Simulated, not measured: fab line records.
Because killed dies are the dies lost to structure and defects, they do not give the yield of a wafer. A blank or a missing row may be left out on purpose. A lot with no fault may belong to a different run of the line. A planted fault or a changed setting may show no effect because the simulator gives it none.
fab line records	flow n5-finfet
[record] lots = 4	wafers = 12	last-day = 15
route steps=1938 shown FIN_SAQP@90 FIN_CUT@165 BEOL_M4@1111 PASSIVATION@1936
lots untouched by any fault: they come from a run of this same line in which no faults occurred
start-h: hours from the record's opening day to when the first of the lot's shown wafers began	wait-h: hours from the lot's prior step to this one	" the same as in the row above	L1.1+2: a single row standing in for several wafers	- no value, or no start was given	* or withheld: withheld	< > ~ a bound
route shown NAME@n: names a module that has steps shown in the file, with the first one's number in the route	usual: mean/standard deviation taken from wafers without a fault	same: alike in all rows	chamber/n: place in a boat	sites: the reading at each site	_std_site: standard deviation of those values	_edge_site: outer sites' mean less inner sites'	radius-mm: for every site, how far away it sits from the centre of the wafer	mask NAME#n: copy n	behind: the tool/chamber that last shaped the wafer	hold: reason for holding the lot/hours on hold/outcome of the hold	device: the transistor (n, p or np) that didn't switch	end of line: the same wafers' tests at the end of the route	where a step has no rows: the recipe by itself	killed: not the wafer's yield, but the dies lost to structure and defects at the first sort	map: per-die view of a wafer (x killed, . not killed, _ where there is no die)
set.NAME: setting as actually run; set.NAME@STEP: the setting as run at that earlier step	model.NAME: the simulator's own value behind a step, which no gauge read
lots at some steps of the route; a table a step, a row a wafer
services: from which hour (start-h, from the record's first day; less than 0 if before it) a tool's chamber was out of use, for how many hours, and why
[[steps]]
[step N5_FIN_SAQP_PRECLEAN_42]
[recipe] chemistry = O3/DIW	time-s = 60	temp-c = 22	o3-ppm = 10
[step N5_FIN_SAQP_PRECLEAN_00]
[recipe] chemistry = SC1	time-s = 60	temp-c = 55	mix = 1:2:50
[step N5_FIN_SAQP_PRECLEAN_44]
[recipe] chemistry = SC2	time-s = 45	temp-c = 35	mix = 1:1:50
[step N5_FIN_SAQP_SRD_01]
[recipe] dry = ipa-marangoni	time-s = 30	temp-c = 23	rinse-liquid = diw
[step N5_FIN_SAQP_ALD_61]
[recipe] material = SiO2	target-thk-a = 40	temp-c = 300	ald-precursor-family = BDEAS	ald-co-reactant = O2-plasma	pulse-time-s = 1	purge-time-s = 2	co-reactant-purge-time-s = 2	ald-cycles = 43	pressure-torr = 2
[step N5_FIN_SAQP_DENSIFY_62]
[recipe] temp-c = 700	time-s = 60	ambient = N2	idle-temp-c = 600	ramp-up-c-per-s = 150	ramp-down-c-per-s = 60	cool-to-c = 600
[step N5_FIN_SAQP_HM_DEP_03]
[recipe] material = SiNx	target-thk-a = 380	temp-c = 400	precursor = SiH4/NH3/N2	pressure-torr = 1.5	rf-w = 300	time-s = 33.6
[step N5_FIN_SAQP_PECVD_47]
[recipe] material = a-Si	target-thk-a = 450	temp-c = 400	precursor = SiH4/He	pressure-torr = 3	rf-w = 100	time-s = 36.3
[step N5_FIN_SAQP_PECVD_48]
[recipe] material = SiNx	target-thk-a = 250	temp-c = 400	precursor = SiH4/NH3/N2	pressure-torr = 1.5	rf-w = 300	time-s = 22.1
[step N5_FIN_SAQP_PECVD_06]
[recipe] material = a-Si	target-thk-a = 600	temp-c = 400	precursor = SiH4/He	pressure-torr = 3	rf-w = 100	time-s = 48.1
[step N5_FIN_SAQP_HM_DEP_72]
[recipe] material = SiO2	target-thk-a = 120	temp-c = 400	precursor = SiH4/N2O	pressure-torr = 0.75	rf-w = 275	time-s = 7.2
[usual] heater-power-w = 778/63	showerhead-plenum-p-Torr = 8.21/0.15
lot.wafer	tool	chamber	start-h	wait-h	heater-power-w	showerhead-plenum-p-Torr
L290.3	pecvd-02	1	75.22	0.0	773	8.09
L290.4	"	2	"	"	916	8.09
L290.5	"	1	"	"	777	8.09
L291.3	pecvd-02	0	81.35	0.0	786	8.42
L291.5	"	1	"	"	787	8.09
L291.6	"	2	"	"	833	8.12
L292.3	pecvd-02	0	88.64	0.0	765	8.42
L292.5	"	1	"	"	803	8.07
L292.6	"	2	"	"	773	8.12
L293.2	pecvd-03	1	93.63	0.0	803	8.16
L293.5	"	2	"	"	759	8.06
L293.6	"	0	"	"	689	8.39
[step N5_FIN_SAQP_COAT_49]
[recipe] resist = SOC	temp-c = 250	time-s = 60	spin-rpm = 1500	resist-thk-nm = 100
[step N5_FIN_SAQP_COAT_50]
[recipe] resist = SiARC	temp-c = 220	time-s = 60	spin-rpm = 1500	resist-thk-nm = 35
[step N5_FIN_SAQP_COAT_10]
[recipe] resist = CAR-ArF	spin-rpm = 1500	resist-thk-nm = 90
[step N5_FIN_SAQP_EBR_12]
[recipe] solvent = PGMEA	ebr-width-mm = 1.5
[step N5_FIN_SAQP_SOFTBAKE_11]
[recipe] temp-c = 110	time-s = 60	resist = CAR-ArF
[step N5_FIN_SAQP_EXPOSE_13]
[recipe] mask-id = FIN_CORE	na = 1.35	source-shape = dipole	sigma-inner = 0.538	sigma-outer = 0.738	polarization = te	target-cd-nm = 35.6	dose-mj = 63.25
[step N5_FIN_SAQP_PEB_14]
[recipe] peb-temp-c = withheld	peb-time-s = 60	resist = CAR-ArF
[step N5_FIN_SAQP_DEVELOP_15]
[recipe] develop-time-s = 30	developer = TMAH	resist = CAR-ArF	dev-temp-c = 23	rinse-liquid = diw	dry = air-spin
[step N5_FIN_SAQP_INSPECT_18]
[recipe] mode = adi	inspect-instrument = brightfield
[usual] raw-defect-count = 427/110
lot.wafer	tool	chamber	start-h	wait-h	raw-defect-count
L290.3	defect-inspect-02	-	75.74	0.0	369
L290.4	"	-	"	"	496
L290.5	"	-	"	"	383
L291.3	defect-inspect-01	-	81.74	0.0	1345
L291.5	"	-	"	"	382
L291.6	"	-	"	"	453
L292.3	defect-inspect-02	-	89.16	0.0	1280
L292.5	"	-	"	"	313
L292.6	"	-	"	"	294
L293.2	defect-inspect-02	-	94.14	0.0	736
L293.5	"	-	"	"	517
L293.6	"	-	"	"	488
[step N5_FIN_SAQP_DESCUM_21]
[recipe] chemistry = O2	time-s = 7.9	source-power-w = 50	bias-power-w = 20	pressure-mtorr = 20	rf-frequency-hz = 2.712e+07	temp-c = 40	resist = CAR-ArF	o2-flow-sccm = 225
[step N5_FIN_SAQP_ETCH_51]
[recipe] chemistry = CF4	target = SiARC	target-depth-a = 455	mask-material = CAR-ArF	time-s = 75.8	ion-energy-ev = 80	pressure-mtorr = 40	source-w = 545	bias-w = 36	Ar_flow_sccm = 100	cf4-flow-sccm = 100	ends = cleared
[step N5_FIN_SAQP_ETCH_52]
[recipe] chemistry = N2/H2	target = SOC	target-depth-a = 1000	overetch-a = 200	mask-material = SiARC	temp-c = 40	time-s = 150	ion-energy-ev = 200	pressure-mtorr = 30	source-w = 840	bias-w = 150	n2-flow-sccm = 200	h2-flow-sccm = 200	ends = end-point
[step N5_FIN_SAQP_STRIP_53]
[recipe] chemistry = N2/H2	temp-c = 40	n2-flow-sccm = 200	h2-flow-sccm = 200	rf-frequency-hz = 6e+07
[step N5_FIN_SAQP_HM_OPEN_73]
[recipe] chemistry = CHF3/O2	target = SiO2	stop-on = a-Si	target-depth-a = 120	over-etch-frac = 1.8	mask-material = SOC	time-s = 16.8	pressure-mtorr = 30	source-w = 650	bias-w = 170	Ar_flow_sccm = 200	CHF3_flow_sccm = 50	O2_flow_sccm = 5	ion-energy-ev = 200	ends = end-point
[step N5_FIN_SAQP_STRIP_74]
[recipe] chemistry = CHF3/O2	resist = SiARC	rf-frequency-hz = 6e+07
[step N5_FIN_SAQP_MANDREL_ETCH_22]
[recipe] target-depth-a = 600	chemistry = HBr/Cl2	target = a-Si	stop-on = SiNx	bt-time-s = 10	over-etch-frac = 0.5	time-s = 30	pressure-mtorr = 10	icp-w = 800	bias-w = 75	HBr_flow_sccm = 150	Cl2_flow_sccm = 80	ends = end-point
[step N5_FIN_SAQP_STRIP_55]
[recipe] chemistry = N2/H2	power-w = 500	temp-c = 40	pressure-mtorr = 50	rf-frequency-hz = 6e+07	overash-fraction = 0.3	bias-power-w = 28	h2-frac = 0.5	n2-flow-sccm = 300	h2-flow-sccm = 300
[step N5_FIN_SAQP_STRIP_23]
[recipe] chemistry = SPM	time-s = 750	temp-c = 130	h2so4-h2o2-vol-ratio = 4
[step N5_FIN_SAQP_SRD_66]
[recipe] dry = ipa-marangoni	time-s = 30	temp-c = 23	rinse-liquid = diw
[step N5_FIN_SAQP_RECESS_75]
[recipe] chemistry = HF/NH3	target = SiO2	target-depth-a = 144	afs-cycles = 3	temp-c = 30	sublimation-temp-c = 180	sublimation-time-s = 60
[step N5_FIN_SAQP_SPACER1_ALD_24]
[recipe] material = SiO2	target-thk-a = 203	temp-c = 300	ald-precursor-family = BDEAS	ald-co-reactant = O2-plasma	pulse-time-s = 1	purge-time-s = 2	co-reactant-purge-time-s = 2	ald-cycles = 218	pressure-torr = 2
[step N5_FIN_SAQP_SPACER1_ETCHBACK_25]
[recipe] chemistry = CHF3/O2	mode = anisotropic-etchback	target = SiO2	target-depth-a = 244	time-s = 12.2	pressure-mtorr = 30	source-w = 650	bias-w = 170	Ar_flow_sccm = 200	CHF3_flow_sccm = 50	O2_flow_sccm = 5	ion-energy-ev = 200
[step N5_FIN_SAQP_MANDREL1_REMOVE_56]
[recipe] chemistry = HBr/Cl2/O2	bt-time-s = 10	target = a-Si	stop-on = SiNx	endpoint = OES-SiCl	over-etch-frac = 1	icp-w = 600	bias-w = 22	HBr_flow_sccm = 150	Cl2_flow_sccm = 80	O2_flow_sccm = 5	pressure-mtorr = 10
[step N5_FIN_SAQP_ETCH_57]
[recipe] chemistry = CH3F/O2	target = SiNx	mask-material = SiO2	target-depth-a = 325	time-s = 46.4	pressure-mtorr = 30	source-w = 395	bias-w = 73	Ar_flow_sccm = 150	CH3F_flow_sccm = 30	O2_flow_sccm = 20	ion-energy-ev = 120	ends = cleared
[step N5_FIN_SAQP_ETCH_65]
[recipe] chemistry = CF4	target = SiO2	target-depth-a = 40	ion-energy-ev = 350	time-s = 4.4	pressure-mtorr = 10	icp-w = 800	bias-w = 400	cf4-flow-sccm = 80
[step N5_FIN_SAQP_MANDREL_ETCH_58]
[recipe] chemistry = HBr/Cl2	target = a-Si	target-depth-a = 450	bt-time-s = 10	stop-on = SiNx	mask-material = SiO2	over-etch-frac = 0.8	time-s = 27	pressure-mtorr = 10	icp-w = 800	bias-w = 75	HBr_flow_sccm = 150	Cl2_flow_sccm = 80	ends = end-point
[step N5_FIN_SAQP_INSPECT_40]
[recipe] inspect-instrument = brightfield	mode = aei
[usual] raw-defect-count = 232/67
lot.wafer	tool	chamber	start-h	wait-h	raw-defect-count
L290.3	defect-inspect-02	-	80.67	0.0	127
L290.4	"	-	"	"	194
L290.5	"	-	"	"	163
L291.3	defect-inspect-02	-	86.12	0.0	1234
L291.5	"	-	"	"	208
L291.6	"	-	"	"	225
L292.3	defect-inspect-01	-	94.15	0.0	1176
L292.5	"	-	"	"	192
L292.6	"	-	"	"	120
L293.2	defect-inspect-02	-	98.58	0.0	535
L293.5	"	-	"	"	417
L293.6	"	-	"	"	263
[step N5_FIN_CUT_INSPECT_10]
[recipe] mode = adi	inspect-instrument = brightfield
[usual] raw-defect-count = 42/12
lot.wafer	tool	chamber	start-h	wait-h	raw-defect-count
L290.3	defect-inspect-01	-	81.19	0.0	21
L290.4	"	-	"	"	40
L290.5	"	-	"	"	45
L291.3	defect-inspect-02	-	86.52	0.0	969
L291.5	"	-	"	"	41
L291.6	"	-	"	"	34
L292.3	defect-inspect-01	-	94.55	0.0	969
L292.5	"	-	"	"	41
L292.6	"	-	"	"	39
L293.2	defect-inspect-01	-	98.97	0.0	75
L293.5	"	-	"	"	57
L293.6	"	-	"	"	43
[step N5_BEOL_M4_RC_MEAS_101]
[usual] DIBL_N = 36.4/1.5	DIBL_P = 36.4/1.6	IOFF_N = 0.164/0.025	IOFF_P = 0.214/0.028	ION_N = 675/9.9	ION_P = 463/6.5	SS_N = 71.5/0.5	SS_P = 73.3/0.56	VT_N = 249.2/2.7	VT_P = -250.1/2.8
lot.wafer	tool	chamber	start-h	wait-h	DIBL_N[mV/V]	DIBL_P[mV/V]	IOFF_N[nA/um]	IOFF_P[nA/um]	ION_N[uA/um]	ION_P[uA/um]	SS_N[mV/dec]	SS_P[mV/dec]	VT_N[mV]	VT_P[mV]
L290.3	prober-01	0	217.04	0.7	39.7	37.6	0.209	0.271	684	466	71.9	73.5	245.3	-248.5
L290.4	"	0	"	"	38.3	35.7	0.169	0.232	668	461	71.8	73.3	249.4	-246.0
L290.5	"	0	"	"	38.1	35.4	0.169	0.235	669	465	72.3	73.1	248.2	-247.4
L291.3	prober-01	0	219.35	0.3	35.4	34.2	0.152	0.212	679	465	70.9	71.7	248.8	-251.6
L291.5	"	0	"	"	36.4	35.0	0.157	0.233	678	466	70.7	72.6	248.4	-246.0
L291.6	"	0	"	"	37.0	35.8	0.178	0.234	669	460	71.8	73.2	246.1	-248.0
L292.3	prober-01	0	234.86	0.3	34.8	34.8	0.153	0.226	673	463	71.3	72.4	249.2	-247.0
L292.5	"	0	"	"	37.3	37.1	0.208	0.282	698	485	72.0	73.0	243.0	-245.0
L292.6	"	0	"	"	35.2	35.3	0.155	0.229	670	466	71.4	72.8	251.8	-248.4
L293.2	prober-01	0	241.35	0.2	36.5	38.1	0.174	0.213	668	457	72.0	73.8	248.1	-252.8
L293.5	"	0	"	"	35.0	35.5	0.137	0.177	668	457	71.3	72.7	248.8	-254.0
L293.6	"	0	"	"	34.6	35.4	0.134	0.181	664	459	71.7	73.1	254.2	-251.2
[step N5_PASSIVATION_PROBE_49]
[usual] defect-limited-yield = 91.1/1.4	killed_at_M0_to_M3 = 35/8.7	killed_at_M4_up = 14/5.3	killed-at-contacts = 12/6.2	killed-at-front-end = 41/12	killed-at-other = 3.4/2.6	killed-dies = 105/16	killed-on-rim = 14/3.8	killed-open = 67/13	killed-short = 36/7.3	sort_bin_5_function = 5.2/0.96	sort_bin_6_memory = 3.3/0.6	sort-n-pass = 1075/16	sort-yield-pct = 91.1/1.4
[same] gross-dies = 1180	killed-at-back-side = 0	sort_bin_4_leakage[%] = 0	sort_bin_8_speed[%] = 0
lot.wafer	tool	chamber	start-h	wait-h	defect-limited-yield[%]	killed_at_M0_to_M3	killed_at_M4_up	killed-at-contacts	killed-at-front-end	killed-at-other	killed-dies	killed-on-rim	killed-open	killed-short	sort_bin_5_function[%]	sort_bin_6_memory[%]	sort-n-pass	sort-yield-pct[%]
L291.3	prober-02	-	321.52	0.1	84.7	17	17	13	133	0	180	28	57	27	9.1	2.9	1000	84.7
L291.5	prober-02	-	321.62	0.2	91.4	24	11	16	50	0	101	9	74	25	5.4	3.1	1079	91.4
L291.6	prober-02	-	321.67	0.3	90.1	41	19	21	32	4	117	9	86	29	5.3	4.2	1063	90.1
L292.3	prober-01	-	336.20	0.1	83.1	45	7	11	134	3	200	32	54	45	10.2	3.7	980	83.1
L293.6	prober-02	-	348.16	0.4	92.0	43	17	7	24	3	94	15	59	30	4.0	3.6	1086	92.0
// killed by level:class
L291.3 FIN_SAQP:unspecified=95 FIN_SAQP:geometric-particle:short=9 MOL_CONTACT_COAG:geometric-particle:open=9 BEOL_M5:geometric-particle:open=9 FIN_SAQP:geometric-particle:open=7 STI_FIN_REVEAL:geometric-particle:open=7 BEOL_M0_SAQP:geometric-particle:open=6 GATE_CUT:geometric-particle:open=4
L291.5 STI_FIN_REVEAL:geometric-particle:open=23 MOL_CONTACT_COAG:geometric-particle:open=13 BEOL_M1:geometric-particle:open=9 BEOL_M0_SAQP:geometric-particle:open=7 FIN_SAQP:geometric-particle:short=6 BEOL_M4:geometric-particle:open=5 STI_FIN_REVEAL:geometric-particle:short=4 BEOL_M3:geometric-particle:open=4
L291.6 MOL_CONTACT_COAG:geometric-particle:open=21 STI_FIN_REVEAL:geometric-particle:open=11 BEOL_M1:geometric-particle:open=10 BEOL_M0_SAQP:geometric-particle:open=10 BEOL_M0_SAQP:geometric-particle:short=8 BEOL_M3:geometric-particle:open=7 FIN_SAQP:geometric-particle:short=5 BEOL_M5:geometric-particle:open=5
L292.3 FIN_SAQP:unspecified=100 BEOL_M0_SAQP:geometric-particle:short=16 BEOL_M0_SAQP:geometric-particle:open=11 FIN_SAQP:geometric-particle:open=9 BEOL_M1:geometric-particle:open=8 STI_FIN_REVEAL:geometric-particle:open=7 GATE_CUT:geometric-particle:short=7 MOL_CONTACT_COAG:geometric-particle:open=7
L293.6 BEOL_M3:geometric-particle:open=8 GATE_CUT:geometric-particle:short=7 GATE_CUT:geometric-particle:open=7 MOL_CONTACT_COAG:geometric-particle:open=7 BEOL_M0_SAQP:geometric-particle:short=7 BEOL_M2:geometric-particle:open=7 BEOL_M0_SAQP:geometric-particle:open=5 FIN_SAQP:geometric-particle:short=4
// map L291.3 (x killed, . not)
_________________.......x..x.________________
______________.................._____________
___________x........x....x.x......x__________
__________.....xx...x..............._________
________...x...................x......_______
_______...................x.x..........______
______......x............x.....x........_____
_____.x.....x..x........................x____
____x.....................................___
___..............x.........................__
___.....x..........x............x..........__
__.xx.....................x..........x......_
__......x..x.....x.........................._
_x..x.........x........................x.....
_...x..x................x....................
_.........x........x....x................xx..
_.............................x..x......x.x.x
_..................x..........x....x..x.xxxxx
_.........x................x...x....xxxxxxxxx
_.........................x.........xxxxxxxxx
_..x.......x...xx.........x....x..x.xxxxxxxxx
__......................x........xxxxxxxxxxx_
__.....x..........x..............xxxxxxxxxxx_
___..x...................xx.....xxxxxxxxxxx__
___..........x.x...........x......x.xxxxxxx__
____..x...x......................xx.xxxxxx___
_____...x............x....x........x.xxxx____
______......x.........x............xxxxx_____
_______..................x...x......x..______
________.....x...x...................._______
__________.........x................_________
___________........x...............__________
______________.................._____________
_________________x...........________________
// map L292.3 (x killed, . not)
_________________.......x...x________________
______________.................._____________
___________......................x.__________
__________.....................x...x_________
________......x..x...x................_______
_______...x........x.........xx......x.______
______x...........x.......x...........x._____
_____..x..........x........x.............____
____.....x.........x.....................x___
___.................x......x..x............__
___...x............xx....................x.__
__..............x....x...x...x.........x...._
__x.........................x.xx..........x._
_...........x.....x..........x...........x...
_..................................x....x....
_.........x..x.........x..x..x....x.x....x...
_......................x............xx..xxx..
_...x..x.........x.................xx.x.xxx.x
_...................................xxxxxxxxx
_................................x.xxxxxxxxxx
_.................................xxxxxxxxxxx
__...........x....................xxxxxxxxxx_
__...................x....xx.....xxxxxxxxxxx_
___.....xx.............x.x......xxxxxxxxxxx__
___..............x............xx...xxxxxxxx__
____.........xx.x.x.x.....x.....x.xxxxxxxx___
_____...x...............x..........xxxxxx____
______............................xx.xxx_____
_______......x.x............x.....x..x.______
________........xx....xx.x............_______
__________.....x....x...x..........x_________
___________.x............x.........__________
______________x..x...x.........._____________
_________________.x..........________________
[[services]]
tool	chamber	start-h	hours	kind
pecvd-02	-	77.80	1.1	repair
[[key]]
[first-sign] step = N5_FIN_SAQP_INSPECT_18	reading = raw-defect-count	direction = up	sigmas = 7.9	usual = 427	struck = 1312
[effect] step = N5_FIN_SAQP_INSPECT_40	reading = raw-defect-count	direction = up	sigmas = 14	usual = 232	struck = 1205
[effect] step = N5_FIN_CUT_INSPECT_10	reading = raw-defect-count	direction = up	sigmas = 79	usual = 42	struck = 969
[effect] step = N5_PASSIVATION_PROBE_49	reading = killed-at-front-end	direction = up	sigmas = 7.7	usual = 41	struck = 134
[more-kills-born-at] N5_FIN_SAQP_HM_DEP_72@pecvd-02 = 195
met-at N5_FIN_SAQP_HM_DEP_72
struck-wafers L291.3,L292.3
[fault] kind = chamber-particle-source	tool = pecvd-02	chamber = 0	onset-h = 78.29	steps = N5_FIN_SAQP_HM_DEP_72	rate-per-visit-cm2 = 1.4423	end-h = 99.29
